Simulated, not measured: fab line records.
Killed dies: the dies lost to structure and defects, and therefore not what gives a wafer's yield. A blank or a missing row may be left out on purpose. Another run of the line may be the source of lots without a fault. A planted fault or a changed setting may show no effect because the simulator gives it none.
fab line records	flow n5Finfet
record lots=7	wafers=21
route steps=1938 shown BEOL_M10@1500 BEOL_M11@1552 BEOL_M12@1653 BEOL_M13@1659 BEOL_M14@1770 MIM_BOT_ETCH@1868 PASS1_CAP@1873
startH: hours from the record's first day to the start of the lot's first wafer shown	waitH: hours since the lot's step before	" the same as in the row above	L1.1+2: one row covering several wafers at once	- no value present, or no start provided	* or withheld: withheld	< > ~ a bound
route shown NAME@n: a module of which the file shows steps, and the number in the route of the first	usual: mean/standard deviation of fault-free wafers	same: alike in all rows	chamber/n: place in a boat	sites: each site's reading	_std_site: the values' standard deviation	_edge_site: the outer-site mean with the inner-site mean subtracted	radiusMm: for every site, how far away it sits from the centre of the wafer	mask NAME#n: copy n	behind: the most recent tool/chamber to have shaped the wafer	hold: why the lot was held/for how many hours/how that ended	device: the transistor (n, p or np) that didn't switch	end of line: tests run on the same wafers once the route is complete	step lacking rows: just its recipe	killed: not the wafer's yield, but the dies lost to structure and defects at the first sort	map: a wafer's dies, x killed, . not, _ none there
set.NAME: the run value of the setting; set.NAME@STEP: its run value at that earlier step	model.NAME: the simulator's own value behind a step, which no gauge read
lots where settings were altered on purpose, with a table for each step and a row for each wafer
## steps
# step N5_BEOL_M10_PEB_26
# recipe pebTempC=withheld	pebTimeS=60	resist=CAR-ArF
lot.wafer	tool	chamber	startH	waitH	set.pebTimeS
L076.3+4+6	lithoTrack-04	0	239.84	0.0	60
L077.1+2	lithoTrack-05	0	243.33	0.1	60
L077.5	"	0	"	"	68.27
L085.1	lithoTrack-04	0	307.20	0.1	60
L085.4+5	"	0	"	"	51.26
L088.1+4+5	lithoTrack-01	0	332.03	0.1	48.39
L093.1+3	lithoTrack-04	0	342.39	0.1	60
L093.6	"	0	"	"	71.55
L092.1+2	lithoTrack-05	0	376.09	0.1	60
L092.3	"	0	"	"	69.93
L094.2+5+6	lithoTrack-04	0	380.91	0.1	60
# step N5_BEOL_M10_DEVELOP_27
# recipe developTimeS=30	developer=TMAH	resist=CAR-ArF	rinseLiquid=diw	dry=airSpin	devTempC=23
# step N5_BEOL_M10_CD_MEAS_28
# recipe targetCdNm=70	landingEnergyEv=500	detector=seInlens	polarity=opening
# usual cdNm=70.0/0.92
lot.wafer	tool	chamber	startH	waitH	set.pebTimeS@BEOL_M10_PEB_26	cdNm
L076.3	cdSem-02	0	239.91	-	60	69.2
L076.4	"	0	"	"	60	68.6
L076.6	"	0	"	"	60	68.6
L077.1	cdSem-01	0	243.40	-	60	69.3
L077.2	"	0	"	"	60	70.1
L077.5	"	0	"	"	68.27	74.9
L085.1	cdSem-02	0	307.26	-	60	69.1
L085.4	"	0	"	"	51.26	62.8
L085.5	"	0	"	"	51.26	61.2
L088.1	cdSem-03	0	332.10	-	48.39	60.9
L088.4	"	0	"	"	48.39	61.7
L088.5	"	0	"	"	48.39	61.5
L093.1	cdSem-01	0	342.46	-	60	71.2
L093.3	"	0	"	"	60	70.0
L093.6	"	0	"	"	71.55	78.5
L092.1	cdSem-01	0	376.15	-	60	71.6
L092.2	"	0	"	"	60	70.1
L092.3	"	0	"	"	69.93	77.9
L094.2	cdSem-03	0	380.98	-	60	70.1
L094.5	"	0	"	"	60	69.7
L094.6	"	0	"	"	60	68.7
# step N5_BEOL_M10_DESCUM_33
# recipe chemistry=O2	timeS=7.9	sourcePowerW=50	biasPowerW=20	pressureMtorr=20	rfFrequencyHz=2.712e+07	tempC=40	resist=CAR-ArF	o2FlowSccm=225
# step N5_BEOL_M10_ETCH_65
# recipe chemistry=CF4	target=SiARC	targetDepthA=390	maskMaterial=CAR-ArF	timeS=65	ionEnergyEv=80	pressureMtorr=40	sourceW=545	biasW=36	Ar_flow_sccm=100	cf4FlowSccm=100	ends=cleared
# step N5_BEOL_M10_ETCH_66
# recipe chemistry=N2/H2	target=SOC	targetDepthA=1200	overetchA=240	maskMaterial=SiARC	tempC=40	timeS=180	ionEnergyEv=200	pressureMtorr=30	sourceW=840	biasW=150	n2FlowSccm=200	h2FlowSccm=200
lot.wafer	tool	chamber	startH	waitH	set.spinRpm@BEOL_M10_COAT_63	model.etch.depthNm
L076.3	rieDiel-01	0	240.08	0.0	1575	97.89
L076.4	"	1	"	"	1500	100.3
L076.6	"	0	"	"	1500	100.4
L077.1	rieDiel-04	3	243.68	0.0	1500	100.2
L077.2	"	1	"	"	1500	99.76
L077.5	"	1	"	"	1500	100.1
L085.1	rieDiel-02	0	307.96	0.0	1593	97.65
L085.4	"	3	"	"	1593	97.54
L085.5	"	0	"	"	1593	97.3
L088.1	rieDiel-04	0	332.33	0.0	1500	100
L088.4	"	2	"	"	1500	99.74
L088.5	"	1	"	"	1500	100.3
L093.1	rieDiel-04	3	342.63	0.0	1500	100.4
L093.3	"	0	"	"	1644	95.63
L093.6	"	3	"	"	1644	95.64
L092.1	rieDiel-04	1	376.33	0.0	1632	95.66
L092.2	"	2	"	"	1500	100.3
L092.3	"	3	"	"	1632	95.99
L094.2	rieDiel-01	2	381.15	0.0	1500	99.95
L094.5	"	2	"	"	1500	99.8
L094.6	"	3	"	"	1500	99.48
# step N5_BEOL_M10_STRIP_69
# recipe chemistry=N2/H2	tempC=40	n2FlowSccm=200	h2FlowSccm=200	rfFrequencyHz=6e+07
# step N5_BEOL_M10_VIA_ETCH_34
# recipe chemistry=C4F6/O2	target=SiCOH_lowk	targetDepthA=1845	maskMaterial=SOC	taperDeg=4	timeS=69.2	ionEnergyEv=250	pressureMtorr=30	sourceW=345	biasW=185	Ar_flow_sccm=300	C4F6_flow_sccm=10	O2_flow_sccm=10
lot.wafer	tool	chamber	startH	waitH	set.spinRpm@BEOL_M10_COAT_63	model.SOC_of_BEOL_M10_COAT_63.thkNm
L076.3	rieDiel-01	0	240.20	0.0	1575	89.8
L076.4	"	1	"	"	1500	92
L076.6	"	0	"	"	1500	92.2
L077.1	rieDiel-04	3	243.80	0.0	1500	92.2
L077.2	"	1	"	"	1500	91.6
L077.5	"	1	"	"	1500	92
L085.1	rieDiel-02	0	308.08	0.0	1593	89.8
L085.4	"	3	"	"	1593	89.4
L085.5	"	0	"	"	1593	89.6
L088.1	rieDiel-04	0	332.45	0.0	1500	92
L088.4	"	2	"	"	1500	91.8
L088.5	"	1	"	"	1500	92.4
L093.1	rieDiel-04	3	342.76	0.0	1500	92.4
L093.3	"	0	"	"	1644	87.6
L093.6	"	3	"	"	1644	87.8
L092.1	rieDiel-04	1	376.45	0.0	1632	87.8
L092.2	"	2	"	"	1500	92.4
L092.3	"	3	"	"	1632	88
L094.2+5	rieDiel-01	2	381.27	0.0	1500	91.8
L094.6	"	3	"	"	1500	91.6
# step N5_BEOL_M11_DESCUM_16
# recipe chemistry=O2	timeS=7.9	sourcePowerW=50	biasPowerW=20	pressureMtorr=20	rfFrequencyHz=2.712e+07	tempC=40	resist=CAR-ArF	o2FlowSccm=225
lot.wafer	tool	chamber	startH	waitH	set.timeS	model.CAR-ArF_of_BEOL_M11_COAT_05.thkNm
L076.3	rieDiel-03	0	246.64	0.0	7.9	83.6
L076.4	"	2	"	"	8.466	83.4
L076.6	"	0	"	"	8.466	83
L077.1	rieDiel-03	1	250.06	0.3	7.015	84
L077.2	"	0	"	"	7.015	83.8
L077.5	"	2	"	"	7.9	83.2
L085.1+4	rieDiel-06	2,3	314.30	0.0	9.155	83.2
L085.5	"	3	"	"	7.9	84
L088.1	rieDiel-03	2	338.93	0.0	6.572	84.2
L088.4	"	1	"	"	7.9	83.6
L088.5	"	1	"	"	7.9	83.4
L093.1	rieDiel-05	2	348.62	0.0	7.9	84
L093.3	"	1	"	"	7.9	83.8
L093.6	"	3	"	"	7.9	83.6
L092.1	rieDiel-05	1	382.93	0.5	9.172	82.8
L092.2	"	0	"	"	7.9	84
L092.3	"	3	"	"	9.172	83.2
L094.2	rieDiel-05	3	386.51	0.0	7.9	83.4
L094.5	"	0	"	"	7.9	83.6
L094.6	"	1	"	"	7.9	83.8
# step N5_BEOL_M11_ETCH_61
# recipe chemistry=CF4	target=SiARC	targetDepthA=390	maskMaterial=CAR-ArF	timeS=65	ionEnergyEv=80	pressureMtorr=40	sourceW=545	biasW=36	Ar_flow_sccm=100	cf4FlowSccm=100	ends=cleared
lot.wafer	tool	chamber	startH	waitH	set.timeS@BEOL_M11_DESCUM_16	model.CAR-ArF_of_BEOL_M11_COAT_05.thkNm
L076.3	rieDiel-03	0	246.67	0.0	7.9	55.6
L076.4	"	2	"	"	8.466	55.4
L076.6	"	0	"	"	8.466	55.2
L077.1	rieDiel-03	1	250.10	0.0	7.015	56
L077.2	"	0	"	"	7.015	55.8
L077.5	"	2	"	"	7.9	55.4
L085.1	rieDiel-06	2	314.34	0.0	9.155	55.2
L085.4	"	3	"	"	9.155	55
L085.5	"	3	"	"	7.9	55.8
L088.1	rieDiel-03	2	338.97	0.0	6.572	56.2
L088.4+5	"	1	"	"	7.9	55.6
L093.1	rieDiel-05	2	348.65	0.0	7.9	56.2
L093.3+6	"	1,3	"	"	7.9	56
L092.1	rieDiel-05	1	382.97	0.0	9.172	55
L092.2	"	0	"	"	7.9	56
L092.3	"	3	"	"	9.172	55.2
L094.2	rieDiel-05	3	386.54	0.0	7.9	55.6
L094.5	"	0	"	"	7.9	55.8
L094.6	"	1	"	"	7.9	56
# step N5_BEOL_M11_COAT_22
# recipe resist=CAR-ArF	spinRpm=1500	resistThkNm=90
lot.wafer	tool	chamber	startH	waitH	set.spinRpm	model.CAR-ArF_of_BEOL_M11_COAT_22.thkNm
L076.3	lithoTrack-02	0	-	-	1500	89.8
L076.4	"	0	"	"	1445	91.6
L076.6	"	0	"	"	1500	90.2
L077.1	lithoTrack-02	0	-	-	1500	90
L077.2	"	0	"	"	1585	87.2
L077.5	"	0	"	"	1500	89.8
L085.1+4	lithoTrack-03	0	-	-	1500	89.6
L085.5	"	0	"	"	1645	85.6
L088.1	lithoTrack-02	0	-	-	1400	93
L088.4	"	0	"	"	1500	90
L088.5	"	0	"	"	1400	93.4
L093.1	lithoTrack-03	0	-	-	1624	86.4
L093.3	"	0	"	"	1624	86.6
L093.6	"	0	"	"	1500	90
L092.1+2	lithoTrack-05	0	-	-	1500	90
L092.3	"	0	"	"	1500	90.2
L094.2	lithoTrack-03	0	-	-	1500	90
L094.5	"	0	"	"	1500	90.2
L094.6	"	0	"	"	1500	89.8
# step N5_BEOL_M11_EBR_24
# recipe solvent=PGMEA	ebrWidthMm=1.5
# step N5_BEOL_M11_SOFTBAKE_23
# recipe tempC=110	timeS=60	resist=CAR-ArF
# step N5_BEOL_M11_DESCUM_33
# recipe chemistry=O2	timeS=7.9	sourcePowerW=50	biasPowerW=20	pressureMtorr=20	rfFrequencyHz=2.712e+07	tempC=40	resist=CAR-ArF	o2FlowSccm=225
lot.wafer	tool	chamber	startH	waitH	set.spinRpm@BEOL_M11_COAT_22	model.CAR-ArF_of_BEOL_M11_COAT_22.thkNm
L076.3	rieDiel-03	1	248.92	0.0	1500	83.4
L076.4	"	2	"	"	1445	85.2
L076.6	"	2	"	"	1500	83.6
L077.1+5	rieDiel-05	1,2	251.53	0.5	1500	83.4
L077.2	"	3	"	"	1585	80.6
L085.1	rieDiel-05	0	316.11	0.0	1500	83.2
L085.4	"	3	"	"	1500	83
L085.5	"	2	"	"	1645	79
L088.1	rieDiel-05	0	342.43	0.0	1400	86.6
L088.4	"	0	"	"	1500	83.6
L088.5	"	2	"	"	1400	87
L093.1	rieDiel-05	3	349.62	0.0	1624	79.8
L093.3	"	2	"	"	1624	80
L093.6	"	3	"	"	1500	83.4
L092.1+2	rieDiel-06	3,1	385.38	0.0	1500	83.4
L092.3	"	2	"	"	1500	83.6
L094.2	rieDiel-03	0	387.46	0.0	1500	83.4
L094.5	"	3	"	"	1500	83.6
L094.6	"	0	"	"	1500	83.2
# step N5_BEOL_M12_CMP_49
# recipe stopOn=SiOC	tOverpolishS=20.6	downForcePsi=1	platenRpm=50	clearingPlatenDownForcePsi=1.5	clearingPlatenRpm=50	postCmpClean=cuAlkaline	targetThkNm=320	clearingPlatenPadVelocityMS=0.99484	padVelocityMS=0.99484
# usual barrierFieldEndpointS=30.2/0.81
lot.wafer	tool	chamber	startH	waitH	set.downForcePsi	barrierFieldEndpointS
L076.4	cmp-02	3	258.44	0.2	0.8647	34.7
L076.3	"	0	"	"	1	29.8
L076.6	"	1	"	"	1	30.3
L077.1	cmp-02	0	260.08	0.3	0.8748	33.8
L077.2	"	1	"	"	0.8748	33.3
L077.5	"	0	"	"	1	28.9
L085.4	cmp-04	3	334.73	0.2	0.8483	35.9
L085.1	"	0	"	"	0.8483	37.7
L085.5	"	1	"	"	1	31.3
L088.1	cmp-01	1	354.72	0.3	1	29.4
L088.4	"	0	"	"	1	29.9
L088.5	"	2	"	"	1	29.8
L093.3	cmp-04	2	367.39	0.2	1	31.3
L093.1	"	0	"	"	1	32.2
L093.6	"	3	"	"	1.122	27.4
L092.3	cmp-02	1	392.90	0.2	1	29.6
L092.2	"	2	"	"	1	29.4
L092.1	"	3	"	"	1	29.8
L094.2	cmp-01	0	396.15	0.3	1	29.0
L094.5	"	1	"	"	1	29.3
L094.6	"	2	"	"	1	30.8
# step N5_BEOL_M13_ILD_DEP_00
# recipe material=SiOC	targetThkA=8379.2	tempC=350	precursor=DEMS/O2	pressureTorr=5	rfW=500	timeS=166.4
lot.wafer	tool	chamber	startH	waitH	set.timeS	model.SiOC_of_BEOL_M13_ILD_DEP_00.thkNm
L076.3	pecvd-02	1	258.85	0.0	166.4	832.4
L076.4	"	2	"	"	179.9	912.2
L076.6	"	0	"	"	179.9	928
L077.1	pecvd-03	1	260.57	0.0	166.4	838.8
L077.2	"	2	"	"	177.2	877.2
L077.5	"	2	"	"	166.4	839.4
L085.1	pecvd-02	1	335.14	0.0	177.8	901
L085.4	"	0	"	"	166.4	854.2
L085.5	"	2	"	"	177.8	908.4
L088.1	pecvd-02	0	355.20	0.0	160	799.8
L088.4	"	2	"	"	166.4	839.2
L088.5	"	1	"	"	160	810.2
L093.1	pecvd-04	2	367.87	0.0	146.7	738.8
L093.3	"	0	"	"	166.4	825.2
L093.6	"	1	"	"	166.4	827.4
L092.1	pecvd-04	2	393.38	0.0	158.6	793.2
L092.2	"	0	"	"	166.4	838.8
L092.3	"	1	"	"	158.6	789.6
L094.2	pecvd-03	1	396.52	0.0	166.4	823.4
L094.5	"	1	"	"	166.4	839.6
L094.6	"	2	"	"	166.4	827.2
# step N5_BEOL_M13_THK_MEAS_01
# recipe reads=SiOC_of_BEOL_M13_ILD_DEP_00
# usual M13_ILD_THK=839/11
lot.wafer	tool	chamber	startH	waitH	set.timeS@BEOL_M13_ILD_DEP_00	M13_ILD_THK[nm]
L076.3	filmMetro-02	-	259.00	0.1	166.4	832
L076.4	"	-	"	"	179.9	912
L076.6	"	-	"	"	179.9	928
L077.1	filmMetro-01	-	260.72	0.1	166.4	839
L077.2	"	-	"	"	177.2	878
L077.5	"	-	"	"	166.4	839
L085.1	filmMetro-02	-	335.29	0.1	177.8	900
L085.4	"	-	"	"	166.4	854
L085.5	"	-	"	"	177.8	909
L088.1	filmMetro-01	-	355.35	0.1	160	799
L088.4	"	-	"	"	166.4	839
L088.5	"	-	"	"	160	810
L093.1	filmMetro-02	-	368.03	0.1	146.7	739
L093.3	"	-	"	"	166.4	825
L093.6	"	-	"	"	166.4	827
L092.1	filmMetro-02	-	393.53	0.1	158.6	793
L092.2	"	-	"	"	166.4	838
L092.3	"	-	"	"	158.6	789
L094.2	filmMetro-02	-	396.67	0.1	166.4	823
L094.5	"	-	"	"	166.4	840
L094.6	"	-	"	"	166.4	827
# step N5_BEOL_M13_COAT_58
# recipe resist=BARC	tempC=205	timeS=60	spinRpm=1500	resistThkNm=89
# step N5_BEOL_M13_COAT_04
# recipe spinRpm=1625	resistThkNm=400
# step N5_BEOL_M13_DESCUM_15
# recipe chemistry=O2	timeS=7.9	sourcePowerW=50	biasPowerW=20	pressureMtorr=20	rfFrequencyHz=2.712e+07	tempC=40	o2FlowSccm=225
# step N5_BEOL_M13_ETCH_59
# recipe chemistry=N2/H2	target=BARC	targetDepthA=890	overetchA=267	timeS=67.9	ionEnergyEv=200	pressureMtorr=30	sourceW=840	biasW=150	n2FlowSccm=200	h2FlowSccm=200
# step N5_BEOL_M13_VIA_ETCH_16
# recipe chemistry=C4F8/O2/Ar	target=SiOC	pressureMtorr=30	sourceW=3000	biasW=700	Ar_flow_sccm=400	C4F8_flow_sccm=15	O2_flow_sccm=8	heInnerTorr=15	heOuterTorr=30	targetDepthA=9217	timeS=withheld	ionEnergyEv=250	ends=cleared
lot.wafer	tool	chamber	startH	waitH	set.timeS@BEOL_M13_ILD_DEP_00	model.etch.depthNm	model.coat_of_BEOL_M13_COAT_04.thkNm
L076.3	rieDiel-05	2	259.61	0.0	*	832.4	73.6
L076.4	"	0	"	"	*	912.2	50.6
L076.6	"	0	"	"	*	928	44.8
L077.1	rieDiel-03	2	261.23	0.0	*	838.9	69
L077.2	"	3	"	"	*	877.2	59.8
L077.5	"	2	"	"	*	839.5	69.2
L085.1	rieDiel-03	2	335.78	0.0	*	901	51.6
L085.4	"	3	"	"	*	854.2	67.2
L085.5	"	1	"	"	*	908.5	56.8
L088.1	rieDiel-05	0	355.83	0.0	*	799.8	82.4
L088.4	"	0	"	"	*	839.3	72
L088.5	"	3	"	"	*	810.1	77
L093.1	rieDiel-03	0	368.50	0.0	*	738.7	100.4
L093.3	"	3	"	"	*	825.1	75.8
L093.6	"	1	"	"	*	827.4	78.8
L092.1	rieDiel-05	2	394.13	0.0	*	793.1	82.8
L092.2	"	0	"	"	*	838.7	70.6
L092.3	"	1	"	"	*	789.5	84.2
L094.2	rieDiel-05	2	397.27	0.0	*	823.4	75
L094.5	"	2	"	"	*	839.7	70.4
L094.6	"	3	"	"	*	827.2	72.2
# step N5_BEOL_M13_STRIP_63
# recipe chemistry=N2/H2	powerW=1000	tempC=250	h2Frac=0.65	overashFraction=0.3	pressureMtorr=1000	n2FlowSccm=1750	h2FlowSccm=3250
# usual stripTimeToEndpointS=28.0/1.1
lot.wafer	tool	chamber	startH	waitH	set.timeS@BEOL_M13_ILD_DEP_00	stripTimeToEndpointS
L076.3	plasmaAsher-01	1	259.86	-	166.4	28.7
L076.4	"	0	"	"	179.9	21.8
L076.6	"	0	"	"	179.9	19.9
L077.1	plasmaAsher-01	0	261.46	-	166.4	27.4
L077.2	"	1	"	"	177.2	24.6
L077.5	"	0	"	"	166.4	27.4
L085.1	plasmaAsher-02	1	336.01	-	177.8	22.1
L085.4	"	0	"	"	166.4	26.8
L085.5	"	1	"	"	177.8	23.7
L088.1	plasmaAsher-02	1	356.07	-	160	31.3
L088.4	"	0	"	"	166.4	28.2
L088.5	"	1	"	"	160	29.7
L093.1	plasmaAsher-02	0	368.74	-	146.7	36.3
L093.3	"	0	"	"	166.4	29.4
L093.6	"	1	"	"	166.4	30.2
L092.1	plasmaAsher-02	1	394.37	-	158.6	31.3
L092.2	"	0	"	"	166.4	27.9
L092.3	"	1	"	"	158.6	31.8
L094.2	plasmaAsher-02	1	397.75	-	166.4	29.1
L094.5	"	0	"	"	166.4	27.8
L094.6	"	1	"	"	166.4	28.3
# step N5_BEOL_M14_DEP_53
# recipe material=SiCN	targetThkA=500	tempC=withheld	precursor=3MS/NH3	pressureTorr=3	rfW=675	timeS=17.8
lot.wafer	tool	chamber	startH	waitH	set.timeS	model.SiCN_of_BEOL_M14_DEP_53.thkNm
L076.3	pecvd-02	1	269.92	0.0	17.8	50
L076.4	"	0	"	"	17.8	51
L076.6	"	1	"	"	17.8	49.8
L077.1	pecvd-01	1	273.49	0.0	19.29	53.8
L077.2	"	0	"	"	17.8	49.6
L077.5	"	2	"	"	17.8	50.2
L085.1	pecvd-02	1	354.54	0.0	17.07	47
L085.4	"	0	"	"	17.8	49.6
L085.5	"	1	"	"	17.07	47.4
L088.1	pecvd-02	0	367.21	0.0	16.13	45.4
L088.4	"	2	"	"	17.8	51
L088.5	"	1	"	"	16.13	45.6
L093.1	pecvd-02	1	378.91	0.0	17.8	49
L093.3	"	0	"	"	19.7	55.6
L093.6	"	1	"	"	17.8	50.4
L092.1	pecvd-04	2	409.43	0.0	17.8	50.2
L092.2	"	0	"	"	17.8	49.6
L092.3	"	1	"	"	17.8	49.8
L094.2	pecvd-02	2	409.71	0.0	17.8	50.2
L094.5	"	2	"	"	17.8	51.2
L094.6	"	0	"	"	17.8	50.8
# step N5_MIM_BOT_ETCH_ETCH_00
# recipe chemistry=Cl2/BCl3	target=TiN	targetDepthA=455	ionEnergyEv=150	pressureMtorr=10	icpW=1000	biasW=126	Cl2_flow_sccm=53.25	bcl3FlowSccm=21.75	Ar_flow_sccm=25
lot.wafer	tool	chamber	startH	waitH	set.biasW	model.etch.depthNm
L076.3	rieMetal-01	0	285.33	0.1	126	45.57
L076.4	"	1	"	"	126	45.02
L076.6	"	1	"	"	126	45.05
L077.1	rieMetal-03	0	292.08	0.1	126	47.43
L077.2	"	1	"	"	104.3	41.66
L077.5	"	1	"	"	104.3	42.02
L085.1	rieMetal-03	1	367.99	0.1	126	44.49
L085.4	"	0	"	"	148.7	49.91
L085.5	"	1	"	"	126	44.23
L088.1	rieMetal-03	0	379.93	0.1	126	47.06
L088.4	"	0	"	"	126	47.09
L088.5	"	1	"	"	144.2	46.61
L093.1	rieMetal-02	0	392.90	0.1	110.3	42.34
L093.3	"	1	"	"	126	43.83
L093.6	"	0	"	"	110.3	42.39
L092.1	rieMetal-01	0	424.15	0.1	126	45.45
L092.2	"	1	"	"	126	44.68
L092.3	"	1	"	"	126	44.76
L094.2	rieMetal-02	1	424.84	0.1	126	43.66
L094.5	"	0	"	"	126	43.64
L094.6	"	1	"	"	126	43.77
# step N5_PASSIVATION_PECVD_55
# recipe material=SiO2	targetThkA=4000	tempC=400	precursor=SiH4/N2O	pressureTorr=2.7	rfW=608	timeS=22.5
lot.wafer	tool	chamber	startH	waitH	set.timeS	model.SiO2_of_PASSIVATION_PECVD_55.thkNm
L076.3	pecvd-02	0	285.93	0.0	22.5	402.2
L076.4	"	1	"	"	22.5	400.4
L076.6	"	0	"	"	22.5	410
L077.1	pecvd-01	2	292.81	0.0	20.77	366
L077.2	"	1	"	"	22.5	393
L077.5	"	1	"	"	22.5	402.8
L085.1	pecvd-01	1	369.03	0.0	22.5	390
L085.4	"	0	"	"	22.5	403
L085.5	"	2	"	"	22.5	400.4
L088.1	pecvd-02	0	380.57	0.0	22.5	402.2
L088.4	"	1	"	"	22.5	400.8
L088.5	"	0	"	"	22.5	412
L093.1	pecvd-04	1	393.57	0.0	22.5	403.4
L093.3	"	2	"	"	22.5	393.2
L093.6	"	0	"	"	20.88	372
L092.1	pecvd-04	0	424.80	0.0	24.5	432
L092.2	"	2	"	"	24.5	426.6
L092.3	"	1	"	"	22.5	393.4
L094.2	pecvd-01	0	425.51	0.0	22.5	399.2
L094.5	"	0	"	"	22.5	406
L094.6	"	2	"	"	22.5	403.6
## key
split step=N5_BEOL_M10_PEB_26	setting=pebTimeS	stated=60	by=wafer
response step=N5_BEOL_M10_CD_MEAS_28	reading=cdNm	change=+0.424	per=1%	r=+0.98
split step=N5_BEOL_M11_DESCUM_16	setting=timeS	stated=7.9	by=wafer
response step=N5_BEOL_M11_DESCUM_16	reading=model.CAR-ArF_of_BEOL_M11_COAT_05.thkNm	change=-0.0528	per=1%	r=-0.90
response step=N5_BEOL_M11_ETCH_61	reading=model.CAR-ArF_of_BEOL_M11_COAT_05.thkNm	change=-0.0447	per=1%	r=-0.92
split step=N5_BEOL_M11_COAT_22	setting=spinRpm	stated=1500	by=wafer
response step=N5_BEOL_M11_COAT_22	reading=model.CAR-ArF_of_BEOL_M11_COAT_22.thkNm	change=-0.437	per=1%	r=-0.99
response step=N5_BEOL_M11_DESCUM_33	reading=model.CAR-ArF_of_BEOL_M11_COAT_22.thkNm	change=-0.445	per=1%	r=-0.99
split step=N5_BEOL_M12_CMP_49	setting=downForcePsi	stated=1	by=wafer
response step=N5_BEOL_M12_CMP_49	reading=barrierFieldEndpointS	change=-0.36	per=1%	r=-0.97
split step=N5_BEOL_M13_ILD_DEP_00	setting=timeS	stated=166.4	by=wafer
response step=N5_BEOL_M13_ILD_DEP_00	reading=model.SiOC_of_BEOL_M13_ILD_DEP_00.thkNm	change=+8.12	per=1%	r=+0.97
response step=N5_BEOL_M13_THK_MEAS_01	reading=M13_ILD_THK	change=+8.11	per=1%	r=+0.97
response step=N5_BEOL_M13_VIA_ETCH_16	reading=model.etch.depthNm	change=+8.12	per=1%	r=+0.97
response step=N5_BEOL_M13_VIA_ETCH_16	reading=model.coat_of_BEOL_M13_COAT_04.thkNm	change=-2.18	per=1%	r=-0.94
response step=N5_BEOL_M13_STRIP_63	reading=stripTimeToEndpointS	change=*	per=1%	r=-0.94
split step=N5_BEOL_M14_DEP_53	setting=timeS	stated=17.8	by=wafer
response step=N5_BEOL_M14_DEP_53	reading=model.SiCN_of_BEOL_M14_DEP_53.thkNm	change=+0.544	per=1%	r=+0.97
split step=N5_MIM_BOT_ETCH_ETCH_00	setting=biasW	stated=126	by=wafer
response step=N5_MIM_BOT_ETCH_ETCH_00	reading=model.etch.depthNm	shape=bent	atLowest=41.84	atStated=45.05	atHighest=49.91
split step=N5_PASSIVATION_PECVD_55	setting=timeS	stated=22.5	by=wafer
response step=N5_PASSIVATION_PECVD_55	reading=model.SiO2_of_PASSIVATION_PECVD_55.thkNm	change=+3.97	per=1%	r=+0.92
split outsideThisFile step=N5_BEOL_M10_COAT_63 setting=spinRpm
# split outsideThisFile: this setting was split too, and the file shows its column; the key of that split is in another file
